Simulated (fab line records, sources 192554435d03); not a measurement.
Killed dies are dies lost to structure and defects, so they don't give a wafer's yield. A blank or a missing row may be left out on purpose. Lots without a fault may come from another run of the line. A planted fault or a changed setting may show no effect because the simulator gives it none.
A struck lot beside a sound one | flow n5_finfet | 28 steps out of a route of 1938
Sound: wafers L321.2, L321.4, L321.6. Struck: wafers L313.2, L313.4, L313.5. The cause comes at the end.
At each step with rows: each side's tool, then ch and its chambers, then its first start. Under that, the readings that differ: sound wafers | struck wafers | difference of the means | sigmas: that difference in standard deviations of wafers without a fault.
alike: readings whose means differ by less than 2 such deviations, and words and numbers that are the same on both sides. not compared: withheld readings, readings that some wafer has no value for, bounds like >300 that may hide the same value, and numbers for which the record gives no deviation and whose values overlap.
The two part at a step that has a row with sigmas, a row that says differs or no value, or rows on one side only. Numbers that don't overlap but have no deviation are shown without sigmas and don't part them. A reading that every wafer of one side lacks parts them only if that side has two wafers or more.

first, 12 steps without rows for these wafers: N5_MOL_CONTACT_COAG_ETCH_89 (etches underlayer in N2/H2, target depth 13 nm, time 10.4 s); N5_MOL_CONTACT_COAG_ETCH_90 (etches SiARC in CF4, target depth 13 nm, time 21.7 s); N5_MOL_CONTACT_COAG_ALD_131 (deposits SiO2, target thk 5 nm, pulse time 1 s, co reactant pulse time 1 s); N5_MOL_CONTACT_COAG_ETCHBACK_132 (etches SiO2 in CHF3, target depth 10 nm, time 6.7 s); N5_MOL_CONTACT_COAG_ETCH_91 (etches SOC in N2/H2, target depth 60 nm, overetch 21 nm, time 101.2 s); N5_MOL_CONTACT_COAG_STRIP_92 (strips in N2/H2); N5_MOL_CONTACT_COAG_STRIP_93 (strips in N2/H2); N5_MOL_CONTACT_COAG_ETCHBACK_135 (etches SiO2 in CHF3, target depth 25 nm, time 16.7 s); N5_MOL_CONTACT_COAG_STRIP_118 (strips in CHF3); N5_MOL_CONTACT_COAG_VIA_ETCH_46 (etches SiO2 in C4F6/O2, target depth 46 nm, overetch 9.2 nm, time 40 s); N5_MOL_CONTACT_COAG_STRIP_96 (strips in N2/H2); N5_MOL_CONTACT_COAG_ETCH_47 (etches SiNx in CH3F/O2, stops on W, target depth 27 nm).
N5_MOL_CONTACT_COAG_STRIP_119: strips in N2/H2, time 30 s.
  sound on plasma_asher-01 ch 0, day 9 23:16; struck on plasma_asher-02 ch 0, day 7 21:47
  alike: drypump_motor_current_A, heater_power_w
  not compared: rf_hours_counter_h
then, 11 steps without rows for these wafers: N5_MOL_CONTACT_COAG_PRECLEAN_144 (cleans in alkaline clean, time 60 s); N5_MOL_CONTACT_COAG_SRD_145 (time 30 s); N5_MOL_CONTACT_COAG_COAT_62 (time 60 s, resist thk 60 nm); N5_MOL_CONTACT_COAG_COAT_63 (time 60 s, resist thk 10 nm); N5_MOL_CONTACT_COAG_COAT_64 (time 60 s, resist thk 10 nm); N5_MOL_CONTACT_COAG_COAT_34 (resist thk 40 nm); N5_MOL_CONTACT_COAG_EBR_36; N5_MOL_CONTACT_COAG_SOFTBAKE_35 (time 60 s); N5_MOL_CONTACT_COAG_EXPOSE_37 (exposes mask VD, defocus 0 nm); N5_MOL_CONTACT_COAG_PEB_38 (peb time 60 s); N5_MOL_CONTACT_COAG_DEVELOP_39 (develop time 30 s).
N5_MOL_CONTACT_COAG_INSPECT_42: inspects for defects (brightfield).
  sound on defect_inspect-01, day 9 23:51; struck on defect_inspect-02, day 7 22:20
  reading          | sound       | struck         | difference | sigmas
  raw_defect_count | 131 233 172 | 1380 1337 1404 | +1195      | +26
then, 1 step without rows for these wafers: N5_MOL_CONTACT_COAG_DESCUM_45 (chemistry O2, time 7 s).
-- the record jumps here: 5 days lie between the struck wafers' starts before and after (it left off in module MOL_CONTACT_COAG and takes up again in module BEOL_M4, whose first step shown is number 1111 of the route) --
N5_BEOL_M4_RC_MEAS_101:
  sound on prober-02 ch 0, day 14 05:34; struck on prober-01 ch 0, day 12 11:46
  alike: DIBL_N, DIBL_P, IOFF_N, IOFF_P, ION_N, ION_P, SS_N, SS_P, VT_N, VT_P
-- the record jumps here: 4 days lie between the struck wafers' starts before and after (it left off in module BEOL_M4 and takes up again in module PASSIVATION, whose first step shown is number 1936 of the route) --
N5_PASSIVATION_PROBE_49:
  the record has rows for the struck wafers here (prober-02, day 16 19:26) and none for the sound ones

WHERE THEY PART
First at N5_MOL_CONTACT_COAG_INSPECT_42; last, within this record, at N5_PASSIVATION_PROBE_49.

WHY: what the simulator had put in
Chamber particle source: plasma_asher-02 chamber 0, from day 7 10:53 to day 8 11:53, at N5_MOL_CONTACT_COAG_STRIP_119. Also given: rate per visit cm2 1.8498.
